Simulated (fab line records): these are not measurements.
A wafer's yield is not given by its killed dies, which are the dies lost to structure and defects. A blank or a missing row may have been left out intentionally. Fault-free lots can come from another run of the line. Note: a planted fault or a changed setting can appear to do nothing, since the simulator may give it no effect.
Which tool was responsible?	flow n5 finfet	24 lots, 72 wafers sampled, at 6 steps of a route of 1938

WHAT EACH GAUGE READ, for each wafer
The record lacks any reading of a measuring or inspecting step that a usual standard deviation could be used to judge.

EACH LOT AND THE TOOL THAT RAN IT (in order: tool; ch and the chambers of the sampled wafers; start)
lot	N5_BEOL_M3_HM_DEP_02	N5_BEOL_M3_ETCH_63	N5_BEOL_M3_STRIP_19	N5_BEOL_M3_STRIP_97	N5_BEOL_M3_SURFACE_TREAT_85	N5_BEOL_M3_ANNEAL_82
L074	pvd sputter-03, day 7 10:05	rie diel-03 ch 0,2, day 7 10:40	rie diel-03 ch 0,2,3, day 7 10:58	rie diel-03 ch 1,2,3, day 8 01:58 or earlier	pvd sputter-02, day 8 01:58	pvd sputter-03, day 8 05:20
L075	pvd sputter-03, day 7 16:28	rie diel-02 ch 1,2, day 7 17:14	rie diel-03 ch 0,1,3, day 7 17:43	rie diel-06 ch 0,2, day 8 10:16 or earlier	pvd sputter-03, day 8 10:16	pvd sputter-02, day 8 12:09
L077	pvd sputter-02, day 7 16:36	rie diel-06 ch 0,1,3, day 7 17:23	rie diel-03 ch 2,3, day 7 17:45	rie diel-02 ch 0,2,3, day 8 07:30 or earlier	pvd sputter-01, day 8 07:30	pvd sputter-02, day 8 08:19
L076	pvd sputter-02, day 7 21:42	rie diel-06 ch 0,1,3, day 7 22:16	rie diel-03 ch 1,2,3, day 7 22:34	rie diel-02 ch 0,1,2, day 8 10:19 or earlier	pvd sputter-03, day 8 10:19	pvd sputter-03, day 8 11:05
L078	pvd sputter-02, day 8 01:30	rie diel-06 ch 0,3, day 8 02:04	rie diel-03 ch 2,3, day 8 02:22	rie diel-02 ch 1,2, day 8 14:31 or earlier	pvd sputter-02, day 8 14:31	pvd sputter-02, day 8 15:21
L079	pvd sputter-01, day 8 01:47	rie diel-06 ch 0,1,3, day 8 02:22	rie diel-02 ch 1,2,3, day 8 02:40	rie diel-06 ch 1,2,3, day 8 14:33 or earlier	pvd sputter-02, day 8 14:33	pvd sputter-03, day 8 16:41
L081	pvd sputter-02, day 9 00:32	rie diel-02 ch 0,1,3, day 9 01:06	rie diel-02 ch 0,1,3, day 9 01:24	rie diel-02 ch 1,3, day 10 00:11 or earlier	pvd sputter-02, day 10 00:11	pvd sputter-02, day 10 00:59
L080	pvd sputter-01, day 9 01:20	rie diel-03 ch 1,3, day 9 02:01	rie diel-02 ch 0,1,2, day 9 02:20	rie diel-02 ch 0,1,3, day 9 06:02 or earlier	pvd sputter-03, day 9 06:02	pvd sputter-03, day 9 06:53
L082	pvd sputter-01, day 9 10:01	rie diel-02 ch 1,2, day 9 10:43	rie diel-02 ch 0,1,2, day 9 11:01	rie diel-02 ch 0,1,3, day 10 03:42 or earlier	pvd sputter-02, day 10 03:42	pvd sputter-03, day 10 04:35
L083	pvd sputter-02, day 9 19:17	rie diel-02 ch 1,3, day 9 19:50	rie diel-02 ch 0,1,3, day 9 20:09	rie diel-06 ch 1,2,3, day 10 03:44 or earlier	pvd sputter-02, day 10 03:44	pvd sputter-02, day 12 14:04
L084	pvd sputter-02, day 9 19:58	rie diel-02 ch 0,2,3, day 9 20:39	rie diel-03 ch 0,3, day 9 20:57	rie diel-02 ch 0,2,3, day 11 11:41 or earlier	pvd sputter-03, day 11 11:41	pvd sputter-01, day 11 14:09
L085	pvd sputter-02, day 9 23:48	rie diel-02 ch 0,1, day 10 00:22	rie diel-03 ch 1,2,3, day 10 00:40	rie diel-03 ch 0,1,2, day 10 09:37 or earlier	pvd sputter-01, day 10 09:37	pvd sputter-01, day 10 10:22
L086	pvd sputter-03, day 10 07:29	rie diel-03 ch 0,1,2, day 10 08:12	rie diel-02 ch 0,2,3, day 10 08:40	rie diel-03 ch 0,2,3, day 12 12:00 or earlier	pvd sputter-03, day 12 12:00	pvd sputter-03, day 12 12:50
L087	pvd sputter-01, day 10 15:45	rie diel-06 ch 0,3, day 10 16:49	rie diel-03 ch 0,3, day 10 17:09	rie diel-06 ch 0,3, day 12 15:19 or earlier	pvd sputter-01, day 12 15:19	pvd sputter-03, day 12 16:06
L088	pvd sputter-01, day 10 17:04	rie diel-03 ch 0,1,3, day 10 17:46	rie diel-02 ch 2,3, day 10 18:04	rie diel-06 ch 0,1,3, day 12 15:25 or earlier	pvd sputter-02, day 12 15:25	pvd sputter-01, day 12 17:43
L089	pvd sputter-03, day 11 11:43	rie diel-03 ch 1,3, day 11 12:31	rie diel-03 ch 0,1,3, day 11 12:55	rie diel-03 ch 0,2,3, day 12 07:16 or earlier	pvd sputter-01, day 12 07:16	pvd sputter-01, day 12 08:02
L090	pvd sputter-01, day 11 22:37	rie diel-03 ch 0,2,3, day 11 23:19	rie diel-03 ch 2,3, day 11 23:42	rie diel-06 ch 0,1,2, day 12 19:14 or earlier	pvd sputter-02, day 12 19:14	pvd sputter-01, day 12 20:03
L093	pvd sputter-02, day 13 01:37	rie diel-02 ch 0,2,3, day 13 02:11	rie diel-02 ch 0,1,2, day 13 02:29	rie diel-02 ch 1,3, day 13 05:32 or earlier	pvd sputter-03, day 13 05:32	pvd sputter-03, day 13 06:26
L092	pvd sputter-02, day 13 01:43	rie diel-03 ch 0,3, day 13 02:24	rie diel-03 ch 0,3, day 13 02:43	rie diel-03 ch 0,2,3, day 13 12:01 or earlier	pvd sputter-03, day 13 12:01	pvd sputter-03, day 13 12:46
L094	pvd sputter-03, day 13 05:00	rie diel-02 ch 1,2,3, day 13 05:38	rie diel-03 ch 0,2,3, day 13 05:56	rie diel-03 ch 0,2,3, day 13 12:16 or earlier	pvd sputter-01, day 13 12:16	pvd sputter-01, day 13 13:17
L091	pvd sputter-01, day 13 11:32	rie diel-03 ch 2,3, day 13 12:14	rie diel-02 ch 0,1,3, day 13 12:35	rie diel-02 ch 1,2, day 13 16:16 or earlier	pvd sputter-02, day 13 16:16	pvd sputter-03, day 13 17:07
L095	pvd sputter-02, day 13 16:56	rie diel-03 ch 0,1,3, day 13 17:38	rie diel-06 ch 0,3, day 13 17:58	rie diel-03 ch 0,1,2, day 14 08:33 or earlier	pvd sputter-02, day 14 08:33	pvd sputter-02, day 14 09:19
L097	pvd sputter-02, day 14 00:48	rie diel-02 ch 2,3, day 14 01:29	rie diel-02 ch 1,2,3, day 14 01:55	rie diel-06 ch 2,3, day 14 08:35 or earlier	pvd sputter-02, day 14 08:35	pvd sputter-01, day 14 09:31
L096	pvd sputter-01, day 14 01:54	rie diel-02 ch 0,1,2, day 14 02:28	rie diel-03 ch 0,1,3, day 14 02:50	rie diel-02 ch 1,2, day 14 08:46 or earlier	pvd sputter-02, day 14 08:46	pvd sputter-02, day 14 11:12
- N5_BEOL_M3_HM_DEP_02: deposits TiN, target thk 20 nm.
- N5_BEOL_M3_ETCH_63: etches SiARC in CF4, target depth 15.6 nm, time 26 s.
- N5_BEOL_M3_STRIP_19: strips in O2.
- N5_BEOL_M3_STRIP_97: strips in N2/H2, time 10 s.
- N5_BEOL_M3_SURFACE_TREAT_85
- N5_BEOL_M3_ANNEAL_82: time 240 s.

AS READ BY THE TOOLS THEMSELVES (means over the sampled wafers that have a number; for cases with no such wafer, the mark the record gives instead)
N5_BEOL_M3_HM_DEP_02.
lot	tool	susceptor temp C (C)	throttle valve pct (%)
L074	pvd sputter-03	24.98	31.2
L075	pvd sputter-03	25.00	30.1
L077	pvd sputter-02	24.96	31.0
L076	pvd sputter-02	25.03	29.5
L078	pvd sputter-02	25.10	30.0
L079	pvd sputter-01	25.00	29.8
L081	pvd sputter-02	25.03	30.4
L080	pvd sputter-01	24.98	29.3
L082	pvd sputter-01	25.10	29.5
L083	pvd sputter-02	24.95	29.9
L084	pvd sputter-02	25.06	30.0
L085	pvd sputter-02	25.16	30.6
L086	pvd sputter-03	25.03	30.9
L087	pvd sputter-01	25.03	29.8
L088	pvd sputter-01	24.93	29.5
L089	pvd sputter-03	25.12	30.3
L090	pvd sputter-01	24.86	29.0
L093	pvd sputter-02	24.99	29.1
L092	pvd sputter-02	24.98	30.9
L094	pvd sputter-03	24.93	30.8
L091	pvd sputter-01	25.03	30.0
L095	pvd sputter-02	24.96	31.0
L097	pvd sputter-02	25.11	30.1
L096	pvd sputter-01	25.07	28.8

N5_BEOL_M3_ETCH_63.
lot	tool	drypump motor current A (A)	etch rf on time s (s)	oes product au (a.u.)	rf vpp V (V)	showerhead plenum p Torr (Torr)	throttle valve pct (%)
L074	rie diel-03	5.1	26.8	0.64	183.2	2.06	15.69
L075	rie diel-02	6.1	25.8	0.69	185.6	2.22	15.57
L077	rie diel-06	5.4	25.7	0.68	183.5	2.15	15.75
L076	rie diel-06	5.4	25.7	0.68	183.5	2.15	15.76
L078	rie diel-06	5.4	26.0	0.67	184.1	2.12	15.72
L079	rie diel-06	5.4	26.1	0.67	183.9	2.15	15.76
L081	rie diel-02	5.9	25.9	0.74	183.6	2.12	15.55
L080	rie diel-03	5.9	26.1	0.67	184.6	2.22	15.60
L082	rie diel-02	6.1	26.1	0.68	183.7	2.22	15.60
L083	rie diel-02	6.1	26.0	0.72	184.0	2.15	15.54
L084	rie diel-02	5.8	25.8	0.69	184.4	2.14	15.70
L085	rie diel-02	6.1	26.0	0.76	183.6	2.15	15.36
L086	rie diel-03	5.3	26.4	0.64	183.5	2.11	15.69
L087	rie diel-06	5.3	26.1	0.72	183.6	2.11	15.56
L088	rie diel-03	5.5	26.1	0.69	184.3	2.19	15.53
L089	rie diel-03	5.8	25.9	0.65	185.8	2.21	15.65
L090	rie diel-03	5.2	26.5	0.74	185.0	2.21	15.41
L093	rie diel-02	5.8	25.8	0.67	183.8	2.13	15.76
L092	rie diel-03	5.0	26.4	0.69	183.9	2.15	15.47
L094	rie diel-02	6.1	26.0	0.66	184.6	2.16	15.72
L091	rie diel-03	5.4	26.4	0.74	186.0	2.26	15.44
L095	rie diel-03	5.4	25.8	0.76	185.0	2.18	15.41
L097	rie diel-02	5.9	26.0	0.63	183.3	2.12	15.95
L096	rie diel-02	6.0	26.1	0.69	184.1	2.16	15.55

N5_BEOL_M3_STRIP_19.
lot	tool	drypump motor current A (A)	oes product au (a.u.)	rf vpp V (V)	showerhead plenum p Torr (Torr)	throttle valve pct (%)
L074	rie diel-03	5.2	0.84	4.0	2.09	16.59
L075	rie diel-03	5.4	0.84	3.7	2.15	16.55
L077	rie diel-03	5.4	0.86	4.0	2.15	16.60
L076	rie diel-03	5.6	0.79	4.1	2.13	16.71
L078	rie diel-03	5.4	0.78	3.5	2.07	16.77
L079	rie diel-02	6.0	0.81	3.6	2.12	16.71
L081	rie diel-02	5.9	0.87	3.2	2.08	16.64
L080	rie diel-02	6.0	0.86	3.6	2.13	16.59
L082	rie diel-02	6.0	0.84	3.8	2.13	16.59
L083	rie diel-02	5.9	0.86	3.3	2.08	16.64
L084	rie diel-03	5.0	0.86	3.3	2.11	16.45
L085	rie diel-03	5.6	0.77	4.0	2.13	16.74
L086	rie diel-02	5.8	0.80	4.0	2.09	16.80
L087	rie diel-03	5.3	0.87	3.7	2.17	16.48
L088	rie diel-02	5.9	0.75	3.7	2.13	16.89
L089	rie diel-03	5.4	0.81	3.7	2.14	16.60
L090	rie diel-03	5.4	0.90	3.6	2.23	16.52
L093	rie diel-02	6.0	0.81	3.5	2.12	16.63
L092	rie diel-03	5.0	0.82	3.7	2.10	16.53
L094	rie diel-03	5.2	0.85	3.6	2.16	16.54
L091	rie diel-02	6.0	0.82	4.3	2.06	16.69
L095	rie diel-06	5.2	0.81	3.3	2.05	16.64
L097	rie diel-02	6.0	0.77	3.4	2.11	16.79
L096	rie diel-03	5.4	0.88	3.5	2.14	16.48

N5_BEOL_M3_STRIP_97.
lot	tool	drypump motor current A (A)	oes product au (a.u.)	rf vpp V (V)	showerhead plenum p Torr (Torr)	throttle valve pct (%)
L074	rie diel-03	5.6	0.79	58.7	2.58	23.72
L075	rie diel-06	6.0	0.82	58.5	2.44	23.36
L077	rie diel-02	5.8	0.81	60.1	2.53	23.61
L076	rie diel-02	6.0	0.85	58.9	2.57	23.53
L078	rie diel-02	6.2	0.85	59.2	2.60	23.59
L079	rie diel-06	5.9	0.72	59.3	2.52	23.74
L081	rie diel-02	6.1	0.85	59.5	2.54	23.72
L080	rie diel-02	5.9	0.86	59.5	2.51	23.67
L082	rie diel-02	5.9	0.86	59.0	2.51	23.67
L083	rie diel-06	5.9	0.71	59.4	2.52	23.76
L084	rie diel-02	5.8	0.79	59.7	2.52	23.66
L085	rie diel-03	5.4	0.75	59.0	2.49	23.70
L086	rie diel-03	5.2	0.87	60.0	2.62	23.45
L087	rie diel-06	5.3	0.75	58.5	2.51	23.73
L088	rie diel-06	5.4	0.76	58.7	2.54	23.81
L089	rie diel-03	5.2	0.88	59.1	2.62	23.45
L090	rie diel-06	5.8	0.76	58.8	2.50	23.63
L093	rie diel-02	6.2	0.82	59.1	2.54	23.75
L092	rie diel-03	5.2	0.85	59.4	2.62	23.46
L094	rie diel-03	5.2	0.86	59.2	2.62	23.47
L091	rie diel-02	6.2	0.81	59.3	2.59	23.63
L095	rie diel-03	5.4	0.89	59.1	2.59	23.55
L097	rie diel-06	5.8	0.70	58.9	2.48	23.71
L096	rie diel-02	6.1	0.75	59.8	2.60	23.60

N5_BEOL_M3_ANNEAL_82.
lot	tool	heater power w (W)	susceptor temp C (C)
L074	pvd sputter-03	805	399.90
L075	pvd sputter-02	932	399.90
L077	pvd sputter-02	975	399.83
L076	pvd sputter-03	787	399.90
L078	pvd sputter-02	958	399.90
L079	pvd sputter-03	946	400.15
L081	pvd sputter-02	968	400.01
L080	pvd sputter-03	880	399.87
L082	pvd sputter-03	886	399.98
L083	pvd sputter-02	915	399.93
L084	pvd sputter-01	803	400.05
L085	pvd sputter-01	885	399.80
L086	pvd sputter-03	861	400.04
L087	pvd sputter-03	961	400.18
L088	pvd sputter-01	863	399.92
L089	pvd sputter-01	964	400.09
L090	pvd sputter-01	774	399.96
L093	pvd sputter-03	804	399.94
L092	pvd sputter-03	784	399.86
L094	pvd sputter-01	882	400.21
L091	pvd sputter-03	901	400.28
L095	pvd sputter-02	966	399.97
L097	pvd sputter-01	809	399.95
L096	pvd sputter-02	965	399.80

THE ANSWER, worked out from the rows above alone
Rule: the usual values come from the lots themselves. The widest of any qualifying gaps counts: lots, ordered by their means at a reading, are off when they make up no more than a third of the lots, leave a main group of 4 or more, and stand apart from it by 3 or more times the standard deviation of that group's means. If all means in a main group match to the digits the tables above print for the reading, that group is not used. A lot without any number at a reading at which 4 lots or more have one is off too. Where the step has rows for the other lots, those lots are counted as sound. After the gauges, taken in route order, come the tools' own readings; for these a lot's mean is taken, as printed above. The first step at which some lot is off is used, and at that step the reading that is off furthest; a lot without a number counts as furthest.
None of the lots is off at any reading shown; this tells nothing.

WHAT THE SIMULATOR PUT IN
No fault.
